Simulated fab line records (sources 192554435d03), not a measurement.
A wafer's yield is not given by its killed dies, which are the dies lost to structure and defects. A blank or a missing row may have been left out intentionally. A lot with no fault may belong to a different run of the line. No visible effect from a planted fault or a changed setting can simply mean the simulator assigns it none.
fab line records	flow n5-finfet
[record] lots = 24	wafers = 72	last-day = 18
route steps=1938 shown SD_EPI_N@270 SD_EPI_P@307 ILD0@339
lots untouched by any fault: they come from a run of this same line in which no faults occurred
start-h: start of the lot's first displayed wafer, in hours after the record's first day	wait-h: time in hours since the lot's previous step	" unchanged from the row above	L1.1+2: a row that stands for several wafers	- no value, or no start given	* or withheld: withheld	< > ~ a bound
route shown NAME@n: a module of which the file shows steps, and the number in the route of the first	usual: mean/standard deviation of fault-free wafers	same: alike in all rows	chamber/n: place in a boat	sites: the reading at each site	_std_site: their standard deviation	_edge_site: outer sites' mean less inner sites'	radius-mm: for every site, how far away it sits from the centre of the wafer	mask NAME#n: copy n	behind: the most recent tool/chamber to have shaped the wafer	hold: cause of the lot's hold/its duration in hours/its outcome	device: the n, p or np transistor that did not switch	end of line: the route-end tests of the same wafers	a step given without rows: its recipe and nothing more	killed: count of dies lost to structure and defects at first sort (not the wafer's yield)	map: a wafer's dies, marking killed ones x, the rest . and places with no die _
set.NAME: the setting the step ran with; set.NAME@STEP: the setting that earlier step ran with	model.NAME: the simulator's own value behind a step, which no gauge read
steps of the route over a sample of lots; a table a step, a row a wafer
services: from which hour (start-h, from the record's first day; less than 0 if before it) a tool's chamber was out of use, for how many hours, and why
[[steps]]
[step N5_SD_EPI_N_CD_MEAS_09]
[recipe] target-cd-nm = 120	landing-energy-ev = 500	detector = se-inlens
[usual] cd-nm = 120.2/0.78
lot.wafer	tool	chamber	start-h	wait-h	cd-nm
L074.1	cd-sem-03	0	49.19	-	121.1
L074.2	"	0	"	"	120.4
L074.5	"	0	"	"	121.0
L075.3	cd-sem-01	0	54.52	-	118.9
L075.4	"	0	"	"	117.9
L075.5	"	0	"	"	120.3
L076.1	cd-sem-01	0	59.75	-	121.2
L076.2	"	0	"	"	119.1
L076.3	"	0	"	"	119.8
L077.3	cd-sem-01	0	66.61	-	119.3
L077.4	"	0	"	"	119.8
L077.5	"	0	"	"	119.1
L078.1	cd-sem-01	0	71.82	-	119.8
L078.3	"	0	"	"	120.6
L078.4	"	0	"	"	120.9
L079.2	cd-sem-02	0	79.48	-	119.8
L079.3	"	0	"	"	120.2
L079.4	"	0	"	"	120.0
L080.2	cd-sem-01	0	82.98	-	120.1
L080.3	"	0	"	"	119.3
L080.4	"	0	"	"	118.6
L081.1	cd-sem-02	0	90.49	-	120.4
L081.3	"	0	"	"	120.3
L081.6	"	0	"	"	119.8
L082.1	cd-sem-03	0	100.25	-	119.7
L082.3	"	0	"	"	118.8
L082.4	"	0	"	"	119.8
L083.2	cd-sem-02	0	103.76	-	120.0
L083.3	"	0	"	"	120.3
L083.6	"	0	"	"	120.8
L084.3	cd-sem-03	0	109.01	-	120.4
L084.5	"	0	"	"	119.7
L084.6	"	0	"	"	121.4
L085.1	cd-sem-01	0	116.14	-	119.6
L085.2	"	0	"	"	120.4
L085.6	"	0	"	"	120.0
L086.3	cd-sem-02	0	124.39	-	120.6
L086.4	"	0	"	"	120.9
L086.5	"	0	"	"	120.3
L087.3	cd-sem-01	0	129.22	-	120.5
L087.4	"	0	"	"	120.5
L087.5	"	0	"	"	120.0
L088.1	cd-sem-03	0	134.18	-	119.8
L088.2	"	0	"	"	120.2
L088.5	"	0	"	"	119.5
L089.2	cd-sem-01	0	139.36	-	119.8
L089.5	"	0	"	"	119.6
L089.6	"	0	"	"	120.5
L090.4	cd-sem-01	0	144.70	-	120.5
L090.5	"	0	"	"	120.4
L090.6	"	0	"	"	121.3
L091.1	cd-sem-01	0	150.76	-	120.2
L091.3	"	0	"	"	120.0
L091.6	"	0	"	"	119.6
L092.1	cd-sem-01	0	156.67	-	119.7
L092.2	"	0	"	"	120.0
L092.5	"	0	"	"	119.9
L093.1	cd-sem-01	0	165.44	-	120.8
L093.4	"	0	"	"	121.7
L093.5	"	0	"	"	122.3
L094.2	cd-sem-02	0	168.05	-	121.1
L094.3	"	0	"	"	121.6
L094.4	"	0	"	"	119.7
L095.4	cd-sem-01	0	175.67	-	120.5
L095.5	"	0	"	"	122.1
L095.6	"	0	"	"	120.6
L096.1	cd-sem-01	0	182.62	-	120.1
L096.3	"	0	"	"	119.3
L096.5	"	0	"	"	119.3
L097.2	cd-sem-02	0	186.28	-	119.4
L097.4	"	0	"	"	119.5
L097.5	"	0	"	"	119.3
[step N5_SD_EPI_N_OVL_MEAS_10]
[recipe] points-per-wafer = 44
[usual] SD_N_BLK_OVL = -0.1/0.86
lot.wafer	tool	chamber	start-h	wait-h	SD_N_BLK_OVL[nm]
L074.1	overlay-02	0	49.22	0.0	0.8
L074.2	"	0	"	"	-0.7
L074.5	"	0	"	"	0.1
L075.3	overlay-01	0	54.55	0.0	-0.4
L075.4	"	0	"	"	-0.6
L075.5	"	0	"	"	-0.9
L076.1	overlay-02	0	59.78	0.0	-0.5
L076.2	"	0	"	"	1.2
L076.3	"	0	"	"	1.3
L077.3	overlay-01	0	66.64	0.0	-0.3
L077.4	"	0	"	"	-0.9
L077.5	"	0	"	"	-0.2
L078.1	overlay-02	0	71.86	0.0	-0.7
L078.3	"	0	"	"	0.6
L078.4	"	0	"	"	-1.1
L079.2	overlay-02	0	79.51	0.0	0.2
L079.3	"	0	"	"	0.5
L079.4	"	0	"	"	-0.5
L080.2	overlay-02	0	83.01	0.0	-0.2
L080.3	"	0	"	"	-0.8
L080.4	"	0	"	"	-1.5
L081.1	overlay-02	0	90.52	0.0	-0.6
L081.3	"	0	"	"	-1.5
L081.6	"	0	"	"	-1.0
L082.1	overlay-01	0	100.29	0.0	-0.1
L082.3	"	0	"	"	-1.6
L082.4	"	0	"	"	-1.6
L083.2	overlay-01	0	103.79	0.0	0.8
L083.3	"	0	"	"	1.7
L083.6	"	0	"	"	2.0
L084.3	overlay-02	0	109.04	0.0	-1.4
L084.5	"	0	"	"	-0.1
L084.6	"	0	"	"	0.4
L085.1	overlay-02	0	116.17	0.0	1.4
L085.2	"	0	"	"	-0.4
L085.6	"	0	"	"	-0.1
L086.3	overlay-01	0	124.42	0.0	0.3
L086.4	"	0	"	"	0.2
L086.5	"	0	"	"	0.9
L087.3	overlay-01	0	129.25	0.0	0.5
L087.4	"	0	"	"	0.6
L087.5	"	0	"	"	0.2
L088.1	overlay-02	0	134.21	0.0	0.1
L088.2	"	0	"	"	-1.1
L088.5	"	0	"	"	0.6
L089.2	overlay-02	0	139.39	0.0	0.3
L089.5	"	0	"	"	-0.7
L089.6	"	0	"	"	0.4
L090.4	overlay-01	0	144.73	0.0	0.9
L090.5	"	0	"	"	0.6
L090.6	"	0	"	"	0.6
L091.1	overlay-02	0	150.79	0.0	1.0
L091.3	"	0	"	"	1.7
L091.6	"	0	"	"	0.8
L092.1	overlay-02	0	156.70	0.0	0.0
L092.2	"	0	"	"	0.0
L092.5	"	0	"	"	-0.1
L093.1	overlay-01	0	165.47	0.0	1.0
L093.4	"	0	"	"	0.1
L093.5	"	0	"	"	0.2
L094.2	overlay-01	0	168.08	0.0	-0.5
L094.3	"	0	"	"	0.4
L094.4	"	0	"	"	-0.1
L095.4	overlay-01	0	175.69	0.0	-2.8
L095.5	"	0	"	"	-1.1
L095.6	"	0	"	"	-1.0
L096.1	overlay-02	0	182.65	0.0	1.0
L096.3	"	0	"	"	0.3
L096.5	"	0	"	"	1.0
L097.2	overlay-02	0	186.31	0.0	0.0
L097.4	"	0	"	"	-1.3
L097.5	"	0	"	"	-1.0
[step N5_SD_EPI_N_SD_RECESS_17]
[recipe] chemistry = HBr/Cl2/O2	target-depth-a = 410	mask-material = SOC	time-s = 23.7	bt-time-s = 3	pressure-mtorr = 10	icp-w = 800	bias-w = 112	HBr_flow_sccm = 150	Cl2_flow_sccm = 80	O2_flow_sccm = 12
[usual] drypump-motor-current-A = 5.3/0.33	mfc-cl2-sccm = 80.04/0.23	oes-product-au = 1.001/0.019	throttle-valve-pct = 37.03/0.26
lot.wafer	tool	chamber	start-h	wait-h	drypump-motor-current-A	mfc-cl2-sccm	oes-product-au	rf-hours-counter-h	throttle-valve-pct
L074.1	rie-si-04	3	49.97	0.0	5.2	80.22	1.021	6	36.69
L074.2	"	0	"	"	5.3	79.80	0.988	178	36.94
L074.5	"	2	"	"	4.7	79.71	1.023	-	36.78
L075.3	rie-si-04	0	55.33	0.0	5.3	79.84	0.990	178	36.93
L075.4	"	2	"	"	4.7	80.24	1.030	194	36.75
L075.5	"	2	"	"	4.7	80.01	1.026	-	36.76
L076.1	rie-si-02	1	60.53	0.0	5.5	80.20	0.997	131	36.75
L076.2	"	0	"	"	5.4	79.81	1.021	48	37.40
L076.3	"	2	"	"	4.9	79.70	0.960	49	37.22
L077.3	rie-si-04	3	67.40	0.0	5.2	80.00	1.007	6	36.68
L077.4	"	0	"	"	5.3	80.04	0.983	178	36.90
L077.5	"	3	"	"	5.2	79.82	1.010	-	36.69
L078.1	rie-si-02	1	73.11	0.0	5.5	80.09	1.007	131	36.76
L078.3	"	2	"	"	4.9	79.96	0.966	49	37.21
L078.4	"	1	"	"	5.5	80.11	1.003	-	36.77
L079.2	rie-si-04	0	80.25	0.0	5.3	79.79	0.992	179	36.94
L079.3	"	3	"	"	5.2	80.05	1.016	7	36.68
L079.4	"	2	"	"	4.7	80.43	1.019	195	36.78
L080.2	rie-si-02	2	83.79	0.0	4.9	80.22	0.964	50	37.21
L080.3	"	1	"	"	5.5	79.72	1.004	132	36.74
L080.4	"	1	"	"	5.5	79.83	1.012	-	36.76
L081.1	rie-si-02	1	91.26	0.0	5.5	80.13	1.008	132	36.77
L081.3	"	0	"	"	5.4	80.09	1.014	49	37.41
L081.6	"	1	"	"	5.6	80.21	0.995	-	36.78
L082.1	rie-si-04	3	101.03	0.0	5.2	79.85	1.019	7	36.68
L082.3	"	0	"	"	5.3	80.14	0.989	179	36.92
L082.4	"	1	"	"	5.9	80.16	1.009	61	37.12
L083.2	rie-si-04	0	104.54	0.0	5.3	79.73	0.997	179	36.91
L083.3	"	3	"	"	5.2	80.01	1.015	7	36.68
L083.6	"	3	"	"	5.2	79.32	1.016	-	36.65
L084.3	rie-si-02	2	109.82	0.0	4.9	79.70	0.962	50	37.22
L084.5	"	1	"	"	5.5	80.56	1.001	-	36.76
L084.6	"	0	"	"	5.5	80.06	1.017	-	37.38
L085.1	rie-si-02	1	116.91	0.0	5.5	79.97	1.004	132	36.77
L085.2	"	2	"	"	4.9	80.02	0.969	50	37.21
L085.6	"	2	"	"	4.9	80.38	0.974	-	37.22
L086.3	rie-si-04	0	125.17	0.0	5.3	79.89	0.988	179	36.94
L086.4	"	2	"	"	4.7	80.13	1.029	196	36.77
L086.5	"	0	"	"	5.3	80.38	0.981	-	36.93
L087.3	rie-si-02	2	129.99	0.0	4.9	80.09	0.964	51	37.20
L087.4	"	3	"	"	5.5	80.30	1.009	31	37.31
L087.5	"	1	"	"	5.6	80.25	1.006	-	36.76
L088.1	rie-si-04	2	134.95	0.0	4.7	80.17	1.028	196	36.76
L088.2	"	0	"	"	5.3	80.22	0.989	180	36.92
L088.5	"	3	"	"	5.2	80.50	1.019	-	36.68
L089.2	rie-si-02	2	140.13	0.0	4.9	80.01	0.964	51	37.21
L089.5	"	0	"	"	5.5	80.04	1.003	-	37.41
L089.6	"	3	"	"	5.5	79.85	1.011	-	37.30
L090.4	rie-si-02	1	145.47	0.0	5.6	79.97	1.006	133	36.77
L090.5	"	0	"	"	5.5	80.02	1.012	-	37.41
L090.6	"	1	"	"	5.6	79.94	1.002	-	36.77
L091.1	rie-si-02	0	151.84	0.0	5.4	79.99	1.012	50	37.41
L091.3	"	3	"	"	5.5	80.29	1.001	32	37.31
L091.6	"	2	"	"	4.9	79.76	0.970	-	37.19
L092.1	rie-si-04	0	157.44	0.0	5.3	80.18	0.993	180	36.93
L092.2	"	3	"	"	5.2	80.02	1.018	8	36.67
L092.5	"	3	"	"	5.2	79.81	1.014	-	36.68
L093.1	rie-si-04	3	166.22	0.0	5.2	79.85	1.023	9	36.67
L093.4	"	3	"	"	5.2	79.78	1.027	-	36.67
L093.5	"	0	"	"	5.3	79.96	0.988	-	36.92
L094.2	rie-si-02	2	168.83	0.0	4.9	79.78	0.967	52	37.21
L094.3	"	0	"	"	5.5	80.05	1.009	50	37.40
L094.4	"	1	"	"	5.5	79.88	1.011	133	36.77
L095.4	rie-si-02	0	176.81	0.0	5.4	80.04	1.005	50	37.40
L095.5	"	1	"	"	5.5	80.00	1.001	-	36.76
L095.6	"	2	"	"	4.9	80.37	0.959	-	37.21
L096.1	rie-si-02	1	183.40	0.0	5.5	80.50	1.000	134	36.75
L096.3	"	0	"	"	5.4	80.57	1.002	50	37.39
L096.5	"	0	"	"	5.4	80.20	1.005	-	37.42
L097.2	rie-si-02	0	187.05	0.0	5.4	80.10	1.010	51	37.41
L097.4	"	1	"	"	5.5	80.03	0.998	134	36.75
L097.5	"	1	"	"	5.5	79.96	0.993	-	36.75
[step N5_SD_EPI_P_ETCH_36]
[recipe] chemistry = CF4	target = SiARC	target-depth-a = 455	mask-material = CAR-ArF-block	time-s = 75.8	ion-energy-ev = 80	pressure-mtorr = 40	source-w = 545	bias-w = 36	Ar_flow_sccm = 100	cf4-flow-sccm = 100	ends = cleared
[usual] drypump-motor-current-A = 5.8/0.49	etch-rf-on-time-s = 76.0/1.8	oes-product-au = 0.63/0.032	rf-vpp-V = 184.3/1.2	showerhead-plenum-p-Torr = 2.17/0.062	throttle-valve-pct = 15.65/0.19
lot.wafer	tool	chamber	start-h	wait-h	drypump-motor-current-A	etch-rf-on-time-s	oes-product-au	rf-hours-counter-h	rf-vpp-V	showerhead-plenum-p-Torr	throttle-valve-pct
L074.1	rie-diel-03	1	53.62	0.0	6.4	75.5	0.59	206	185.1	2.20	15.73
L074.2	"	0	"	"	5.9	76.9	0.63	148	184.3	2.24	15.60
L074.5	"	2	"	"	5.6	77.6	0.70	-	184.2	2.18	15.75
L075.3	rie-diel-03	3	59.40	0.0	5.9	75.3	0.60	181	184.3	2.23	16.02
L075.4	"	1	"	"	6.4	75.4	0.60	209	184.6	2.20	15.73
L075.5	"	3	"	"	5.8	75.2	0.60	-	184.9	2.23	16.00
L076.1	rie-diel-06	0	64.31	0.0	5.7	77.7	0.62	165	184.0	2.20	15.36
L076.2	"	1	"	"	5.7	75.1	0.62	168	185.2	2.23	15.47
L076.3	"	3	"	"	5.2	74.6	0.65	169	182.2	2.07	15.73
L077.3	rie-diel-05	1	71.31	0.0	5.1	76.9	0.62	157	186.1	2.24	15.76
L077.4	"	3	"	"	6.1	74.2	0.60	195	183.8	2.14	15.75
L077.5	"	3	"	"	6.1	73.7	0.60	-	181.8	2.14	15.74
L078.1	rie-diel-06	1	77.53	0.0	5.7	75.2	0.61	173	184.7	2.23	15.48
L078.3	"	3	"	"	5.2	74.6	0.65	173	183.6	2.07	15.73
L078.4	"	0	"	"	5.7	77.4	0.62	170	184.7	2.20	15.39
L079.2	rie-diel-06	1	83.91	0.0	5.7	75.7	0.62	174	184.7	2.23	15.48
L079.3	"	0	"	"	5.7	79.1	0.61	171	185.5	2.20	15.38
L079.4	"	2	"	"	6.7	76.3	0.68	105	184.3	2.09	15.61
L080.2	rie-diel-05	2	87.56	0.0	6.3	77.4	0.64	172	184.7	2.21	15.38
L080.3	"	0	"	"	5.3	71.3	0.69	132	186.1	2.25	15.41
L080.4	"	3	"	"	6.1	73.8	0.61	199	183.4	2.14	15.78
L081.1	rie-diel-05	2	96.23	0.0	6.3	77.1	0.64	175	185.7	2.21	15.41
L081.3	"	1	"	"	5.1	76.7	0.61	164	186.0	2.24	15.80
L081.6	"	3	"	"	6.0	73.8	0.60	-	183.9	2.14	15.78
L082.1	rie-diel-06	0	104.81	0.0	5.7	77.8	0.60	177	186.2	2.20	15.40
L082.3	"	2	"	"	6.7	75.1	0.68	110	183.0	2.08	15.63
L082.4	"	1	"	"	5.7	74.7	0.60	179	185.3	2.23	15.48
L083.2	rie-diel-06	3	108.53	0.0	5.2	76.0	0.64	182	183.6	2.07	15.75
L083.3	"	0	"	"	5.7	78.5	0.61	179	186.4	2.19	15.41
L083.6	"	3	"	"	5.2	76.3	0.64	-	182.6	2.07	15.75
L084.3	rie-diel-05	0	113.68	0.0	5.3	71.5	0.68	139	185.8	2.24	15.44
L084.5	"	1	"	"	5.1	76.0	0.61	-	185.4	2.23	15.80
L084.6	"	0	"	"	5.3	72.3	0.67	-	184.4	2.24	15.45
L085.1	rie-diel-06	3	121.45	0.0	5.2	74.9	0.65	186	182.3	2.06	15.76
L085.2	"	1	"	"	5.7	74.0	0.61	185	184.8	2.23	15.50
L085.6	"	2	"	"	6.7	74.9	0.68	-	182.1	2.08	15.64
L086.3	rie-diel-05	2	129.88	0.0	6.3	76.8	0.63	186	184.9	2.21	15.43
L086.4	"	2	"	"	6.3	76.0	0.64	-	186.7	2.20	15.43
L086.5	"	3	"	"	6.0	73.7	0.60	-	183.9	2.13	15.78
L087.3	rie-diel-05	1	134.03	0.0	5.1	77.3	0.61	176	183.9	2.23	15.82
L087.4	"	3	"	"	6.1	74.5	0.60	213	184.0	2.13	15.78
L087.5	"	2	"	"	6.4	77.0	0.64	-	186.3	2.20	15.42
L088.1	rie-diel-06	3	138.73	0.0	5.2	74.8	0.64	191	182.6	2.06	15.77
L088.2	"	0	"	"	5.7	77.6	0.61	185	184.9	2.19	15.42
L088.5	"	2	"	"	6.7	74.6	0.68	-	183.3	2.08	15.63
L089.2	rie-diel-06	2	143.98	0.0	6.7	76.1	0.66	123	182.6	2.08	15.65
L089.5	"	3	"	"	5.1	76.0	0.64	-	182.9	2.06	15.76
L089.6	"	0	"	"	5.7	79.0	0.60	-	184.5	2.19	15.41
L090.4	rie-diel-03	2	151.28	0.0	5.7	78.7	0.67	-	184.2	2.17	15.80
L090.5	"	0	"	"	5.9	78.3	0.61	-	185.0	2.23	15.64
L090.6	"	3	"	"	5.9	75.5	0.59	-	186.1	2.22	16.07
L091.1	rie-diel-06	3	155.65	0.0	5.2	75.0	0.64	196	184.0	2.06	15.78
L091.3	"	0	"	"	5.7	78.0	0.60	189	185.1	2.19	15.42
L091.6	"	1	"	"	5.7	75.4	0.60	-	183.9	2.22	15.53
L092.1	rie-diel-06	0	162.37	0.0	5.7	79.2	0.60	191	184.0	2.19	15.44
L092.2	"	3	"	"	5.2	76.3	0.63	198	182.5	2.06	15.77
L092.5	"	2	"	"	6.7	77.1	0.66	-	183.7	2.08	15.65
L093.1	rie-diel-03	2	171.25	0.0	5.7	77.0	0.67	104	184.7	2.16	15.82
L093.4	"	0	"	"	5.9	77.3	0.60	-	184.3	2.22	15.66
L093.5	"	3	"	"	5.9	74.3	0.59	-	186.0	2.22	16.09
L094.2	rie-diel-03	3	172.50	0.0	5.9	74.5	0.59	221	186.1	2.22	16.07
L094.3	"	0	"	"	5.9	78.1	0.60	187	185.4	2.22	15.66
L094.4	"	2	"	"	5.7	78.8	0.65	-	184.4	2.16	15.84
L095.4	rie-diel-03	3	180.94	0.0	5.9	74.9	0.59	223	184.4	2.22	16.07
L095.5	"	2	"	"	5.6	78.7	0.66	-	183.2	2.16	15.83
L095.6	"	1	"	"	6.4	75.3	0.59	-	184.0	2.19	15.77
L096.1	rie-diel-06	2	187.64	0.0	6.7	76.3	0.66	135	182.5	2.08	15.67
L096.3	"	3	"	"	5.2	75.2	0.63	205	180.9	2.06	15.79
L096.5	"	1	"	"	5.7	75.3	0.59	-	185.5	2.22	15.54
L097.2	rie-diel-05	0	190.75	0.0	5.3	71.7	0.66	158	185.6	2.24	15.49
L097.4	"	3	"	"	6.0	74.2	0.59	226	182.7	2.13	15.84
L097.5	"	0	"	"	5.3	71.3	0.66	-	185.6	2.24	15.47
[step N5_SD_EPI_P_ETCH_16]
[recipe] chemistry = CHF3/O2	target = SiO2	target-depth-a = 50	mask-material = SOC	pressure-mtorr = 30	source-w = 650	bias-w = 170	Ar_flow_sccm = 200	CHF3_flow_sccm = 50	O2_flow_sccm = 5	ion-energy-ev = 200
[usual] drypump-motor-current-A = 5.8/0.5	oes-product-au = 0.73/0.039	rf-vpp-V = 528/14	showerhead-plenum-p-Torr = 2.45/0.076	throttle-valve-pct = 18.94/0.19
lot.wafer	tool	chamber	start-h	wait-h	drypump-motor-current-A	oes-product-au	rf-hours-counter-h	rf-vpp-V	showerhead-plenum-p-Torr	throttle-valve-pct
L074.1	rie-diel-03	1	54.20	0.1	6.4	0.70	207	516	2.50	19.10
L074.2	"	0	"	"	5.9	0.75	148	558	2.52	18.94
L074.5	"	2	"	"	5.6	0.83	-	506	2.45	19.06
L075.3	rie-diel-03	3	59.98	0.1	5.9	0.70	182	510	2.50	19.24
L075.4	"	1	"	"	6.5	0.70	209	515	2.50	19.09
L075.5	"	3	"	"	5.9	0.70	-	509	2.50	19.26
L076.1	rie-diel-06	0	64.89	0.1	5.8	0.73	165	541	2.47	18.59
L076.2	"	1	"	"	5.7	0.72	168	517	2.53	18.83
L076.3	"	3	"	"	5.2	0.77	169	518	2.30	18.87
L077.3	rie-diel-05	1	71.89	0.1	5.1	0.73	157	534	2.52	19.07
L077.4	"	3	"	"	6.0	0.70	195	541	2.42	19.12
L077.5	"	3	"	"	6.0	0.70	-	539	2.42	19.10
L078.1	rie-diel-06	1	78.11	0.1	5.7	0.72	173	518	2.53	18.84
L078.3	"	3	"	"	5.2	0.76	173	518	2.30	18.86
L078.4	"	0	"	"	5.7	0.72	170	541	2.47	18.59
L079.2	rie-diel-06	1	84.49	0.1	5.7	0.72	174	518	2.53	18.83
L079.3	"	0	"	"	5.7	0.73	171	541	2.47	18.61
L079.4	"	2	"	"	6.7	0.81	105	543	2.35	18.93
L080.2	rie-diel-05	2	88.15	0.1	6.3	0.75	173	524	2.51	18.76
L080.3	"	0	"	"	5.3	0.78	132	525	2.52	18.65
L080.4	"	3	"	"	6.0	0.70	199	539	2.42	19.13
L081.1	rie-diel-05	2	96.81	0.1	6.3	0.74	175	525	2.51	18.78
L081.3	"	1	"	"	5.1	0.72	164	532	2.52	19.07
L081.6	"	3	"	"	6.0	0.69	-	540	2.42	19.13
L082.1	rie-diel-06	0	105.39	0.1	5.7	0.72	177	541	2.47	18.61
L082.3	"	2	"	"	6.7	0.80	111	542	2.35	18.94
L082.4	"	1	"	"	5.7	0.70	180	518	2.52	18.83
L083.2	rie-diel-06	3	109.11	0.1	5.2	0.75	182	518	2.30	18.90
L083.3	"	0	"	"	5.7	0.72	179	541	2.46	18.60
L083.6	"	3	"	"	5.2	0.75	-	518	2.30	18.89
L084.3	rie-diel-05	0	114.26	0.1	5.3	0.78	139	526	2.51	18.63
L084.5	"	1	"	"	5.1	0.71	-	532	2.51	19.09
L084.6	"	0	"	"	5.3	0.78	-	524	2.51	18.66
L085.1	rie-diel-06	3	122.03	0.1	5.1	0.75	186	517	2.30	18.91
L085.2	"	1	"	"	5.7	0.71	185	519	2.52	18.86
L085.6	"	2	"	"	6.7	0.80	-	543	2.35	18.98
L086.3	rie-diel-05	2	130.46	0.1	6.4	0.74	186	525	2.50	18.78
L086.4	"	2	"	"	6.4	0.74	-	525	2.50	18.79
L086.5	"	3	"	"	6.0	0.69	-	540	2.41	19.15
L087.3	rie-diel-05	1	134.61	0.1	5.1	0.71	176	533	2.51	19.10
L087.4	"	3	"	"	6.0	0.69	213	540	2.41	19.15
L087.5	"	2	"	"	6.3	0.74	-	523	2.50	18.81
L088.1	rie-diel-06	3	139.31	0.1	5.2	0.74	192	519	2.30	18.92
L088.2	"	0	"	"	5.7	0.71	185	541	2.46	18.62
L088.5	"	2	"	"	6.7	0.78	-	543	2.35	18.99
L089.2	rie-diel-06	2	144.56	0.1	6.8	0.79	123	542	2.34	18.96
L089.5	"	3	"	"	5.2	0.73	-	518	2.29	18.91
L089.6	"	0	"	"	5.7	0.71	-	540	2.46	18.61
L090.4	rie-diel-03	2	151.86	0.0	5.6	0.78	-	506	2.44	19.14
L090.5	"	0	"	"	5.9	0.72	-	559	2.51	18.98
L090.6	"	3	"	"	5.9	0.69	-	508	2.49	19.29
L091.1	rie-diel-06	3	156.23	0.1	5.2	0.73	196	518	2.29	18.92
L091.3	"	0	"	"	5.7	0.71	189	541	2.46	18.62
L091.6	"	1	"	"	5.7	0.70	-	516	2.52	18.87
L092.1	rie-diel-06	0	162.95	0.1	5.8	0.70	191	540	2.46	18.62
L092.2	"	3	"	"	5.2	0.73	199	518	2.29	18.93
L092.5	"	2	"	"	6.7	0.77	-	543	2.34	18.97
L093.1	rie-diel-03	2	171.83	0.1	5.6	0.77	105	505	2.43	19.15
L093.4	"	0	"	"	5.9	0.72	-	558	2.51	18.99
L093.5	"	3	"	"	5.9	0.68	-	508	2.49	19.30
L094.2	rie-diel-03	3	173.08	0.1	5.9	0.69	221	508	2.49	19.30
L094.3	"	0	"	"	5.9	0.70	187	558	2.51	18.99
L094.4	"	2	"	"	5.6	0.78	-	505	2.43	19.14
L095.4	rie-diel-03	3	181.52	0.1	5.9	0.68	223	507	2.48	19.31
L095.5	"	2	"	"	5.6	0.78	-	505	2.43	19.15
L095.6	"	1	"	"	6.4	0.68	-	515	2.49	19.15
L096.1	rie-diel-06	2	188.22	0.1	6.7	0.77	135	542	2.34	18.98
L096.3	"	3	"	"	5.2	0.73	205	519	2.29	18.93
L096.5	"	1	"	"	5.7	0.69	-	517	2.51	18.89
L097.2	rie-diel-05	0	191.33	0.1	5.3	0.77	159	526	2.51	18.69
L097.4	"	3	"	"	6.0	0.68	226	540	2.41	19.17
L097.5	"	0	"	"	5.3	0.76	-	525	2.51	18.71
[step N5_ILD0_THK_MEAS_04]
[usual] thk-nm = 197.4/1.4
lot.wafer	tool	chamber	start-h	wait-h	thk-nm
L074.1	film-metro-02	-	61.62	-	196.2
L074.2	"	-	"	"	198.9
L074.5	"	-	"	"	198.6
L075.3	film-metro-01	-	67.65	-	195.4
L075.4	"	-	"	"	199.0
L075.5	"	-	"	"	196.6
L076.1	film-metro-01	-	71.46	-	195.2
L076.2	"	-	"	"	198.1
L076.3	"	-	"	"	196.9
L077.3	film-metro-02	-	78.68	-	196.5
L077.4	"	-	"	"	198.6
L077.5	"	-	"	"	197.6
L078.1	film-metro-02	-	85.89	-	197.0
L078.3	"	-	"	"	195.6
L078.4	"	-	"	"	198.0
L079.2	film-metro-02	-	92.28	-	197.7
L079.3	"	-	"	"	196.5
L079.4	"	-	"	"	197.0
L080.2	film-metro-01	-	95.36	-	200.1
L080.3	"	-	"	"	198.1
L080.4	"	-	"	"	195.7
L081.1	film-metro-02	-	104.73	-	197.5
L081.3	"	-	"	"	199.7
L081.6	"	-	"	"	199.0
L082.1	film-metro-01	-	112.28	-	197.6
L082.3	"	-	"	"	198.2
L082.4	"	-	"	"	195.7
L083.2	film-metro-01	-	115.67	-	197.1
L083.3	"	-	"	"	196.2
L083.6	"	-	"	"	198.5
L084.3	film-metro-02	-	120.81	-	199.0
L084.5	"	-	"	"	198.6
L084.6	"	-	"	"	197.0
L085.1	film-metro-02	-	129.48	-	198.9
L085.2	"	-	"	"	199.3
L085.6	"	-	"	"	199.4
L086.3	film-metro-02	-	137.90	-	197.4
L086.4	"	-	"	"	197.1
L086.5	"	-	"	"	198.0
L087.3	film-metro-02	-	143.14	-	198.1
L087.4	"	-	"	"	198.3
L087.5	"	-	"	"	197.3
L088.1	film-metro-02	-	146.93	-	196.5
L088.2	"	-	"	"	199.1
L088.5	"	-	"	"	196.9
L089.2	film-metro-01	-	151.44	-	195.0
L089.5	"	-	"	"	193.8
L089.6	"	-	"	"	198.1
L090.4	film-metro-02	-	159.34	-	196.9
L090.5	"	-	"	"	198.3
L090.6	"	-	"	"	199.9
L091.1	film-metro-01	-	163.92	-	198.2
L091.3	"	-	"	"	196.6
L091.6	"	-	"	"	195.8
L092.1	film-metro-01	-	170.34	-	197.7
L092.2	"	-	"	"	195.3
L092.5	"	-	"	"	198.0
L093.1	film-metro-01	-	178.40	-	196.9
L093.4	"	-	"	"	195.2
L093.5	"	-	"	"	196.7
L094.2	film-metro-01	-	180.73	-	196.6
L094.3	"	-	"	"	196.3
L094.4	"	-	"	"	198.0
L095.4	film-metro-02	-	189.09	-	195.8
L095.5	"	-	"	"	198.7
L095.6	"	-	"	"	198.3
L096.1	film-metro-01	-	194.78	-	196.7
L096.3	"	-	"	"	194.9
L096.5	"	-	"	"	195.5
L097.2	film-metro-02	-	200.42	-	198.2
L097.4	"	-	"	"	195.7
L097.5	"	-	"	"	198.5
[[services]]
tool	chamber	start-h	hours	kind
rie-diel-06	0	46.11	4.4	repair
rie-si-02	3	56.79	51.3	repair
rie-diel-03	0	109.28	3.0	repair
rie-diel-06	0	119.35	10.0	repair
rie-diel-05	0	124.31	6.9	repair
rie-diel-03	1	127.54	46.7	repair
rie-diel-05	3	136.41	7.8	repair
rie-si-04	2	144.24	-	clean
rie-si-04	2	144.24	35.7	scheduled-down
rie-si-04	2	144.24	35.7	vent-cycle
rie-si-04	0	146.59	4.2	repair
rie-si-02	1	149.19	5.1	repair
rie-si-04	1	150.63	7.1	repair
rie-diel-06	-	182.23	2.8	pm
[[key]]
fault none
